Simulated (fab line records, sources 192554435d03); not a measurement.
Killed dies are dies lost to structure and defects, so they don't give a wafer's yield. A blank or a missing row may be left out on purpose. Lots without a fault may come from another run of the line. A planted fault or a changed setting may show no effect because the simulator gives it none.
Chamber matching | flow n5_finfet | N5_BEOL_M9_DESCUM_33 on rie_diel-06: 4 sister chambers
The step chemistry O2, time 7 s. 24 wafers are shown with their chamber, then 12 later ones without.

WAFERS WITH THEIR CHAMBER
wafer  | chamber | showerhead_plenum_p_Torr (Torr) | throttle_valve_pct (%) | oes_product_au (a.u.)
L074.1 | 3       | 2.23                            | 19.99                  | 0.96
L074.2 | 1       | 1.94                            | 20.94                  | 0.75
L074.3 | 2       | 2.00                            | 20.81                  | 0.72
L074.4 | 0       | 2.19                            | 20.46                  | 0.80
L074.5 | 1       | 1.94                            | 20.94                  | 0.75
L074.6 | 0       | 2.19                            | 20.45                  | 0.79
L075.1 | 3       | 2.23                            | 20.02                  | 0.95
L075.2 | 0       | 2.19                            | 20.47                  | 0.80
L075.3 | 1       | 1.94                            | 20.96                  | 0.75
L075.4 | 2       | 2.00                            | 20.82                  | 0.71
L075.5 | 3       | 2.23                            | 19.99                  | 0.94
L075.6 | 2       | 2.00                            | 20.81                  | 0.71
L081.1 | 2       | 2.00                            | 20.81                  | 0.70
L081.4 | 0       | 2.18                            | 20.47                  | 0.78
L081.6 | 1       | 1.93                            | 20.96                  | 0.73
L085.1 | 3       | 2.22                            | 20.03                  | 0.90
L085.4 | 1       | 1.93                            | 21.00                  | 0.73
L085.6 | 0       | 2.18                            | 20.50                  | 0.78
L086.1 | 1       | 1.93                            | 20.98                  | 0.73
L086.4 | 0       | 2.18                            | 20.50                  | 0.77
L086.5 | 1       | 1.93                            | 20.98                  | 0.73
L087.3 | 0       | 2.18                            | 20.51                  | 0.77
L087.4 | 2       | 1.99                            | 20.83                  | 0.70
L087.6 | 3       | 2.22                            | 20.03                  | 0.90

SIGNATURES (means of the wafers above)
reading                  | chamber 0 | chamber 1 | chamber 2 | chamber 3 | scatter within a chamber
showerhead_plenum_p_Torr | 2.1843    | 1.9343    | 1.9980    | 2.2260    | 0.00521
throttle_valve_pct       | 20.4800   | 20.9657   | 20.8160   | 20.0120   | 0.0202
oes_product_au           | 0.7843    | 0.7386    | 0.7080    | 0.9300    | 0.016
Rule: a wafer's distance from a chamber is the root of the sum, over the readings, of the square of ((its reading less the chamber's mean) divided by the reading's scatter). The wafer belongs to the nearest chamber; if the next one is less than 2 further off, it can't be placed. The scatter: the root of (the sum of the squares of (reading less its chamber's mean) over the shown wafers, divided by (wafers less chambers)).

WAFERS WITHOUT THEIR CHAMBER
wafer  | showerhead_plenum_p_Torr (Torr) | throttle_valve_pct (%) | oes_product_au (a.u.)
L094.1 | 1.99                            | 20.85                  | 0.69
L094.4 | 2.21                            | 20.05                  | 0.89
L094.6 | 2.21                            | 20.06                  | 0.88
L095.2 | 2.17                            | 20.52                  | 0.77
L095.3 | 1.93                            | 21.00                  | 0.72
L095.6 | 1.93                            | 21.01                  | 0.72
L096.1 | 2.17                            | 20.51                  | 0.77
L096.2 | 2.21                            | 20.05                  | 0.88
L096.3 | 1.93                            | 21.02                  | 0.72
L096.4 | 1.99                            | 20.86                  | 0.69
L096.5 | 1.92                            | 21.02                  | 0.72
L096.6 | 1.99                            | 20.85                  | 0.69

WHICH CHAMBER EACH WENT THROUGH
wafer  | from the rows above | in truth
L094.1 | 2                   | 2
L094.4 | 3                   | 3
L094.6 | 3                   | 3
L095.2 | 0                   | 0
L095.3 | 1                   | 1
L095.6 | 1                   | 1
L096.1 | 0                   | 0
L096.2 | 3                   | 3
L096.3 | 1                   | 1
L096.4 | 2                   | 2
L096.5 | 1                   | 1
L096.6 | 2                   | 2
Placed correctly: 12 of 12. Can't be placed from these rows: 0. Placed wrongly: 0.
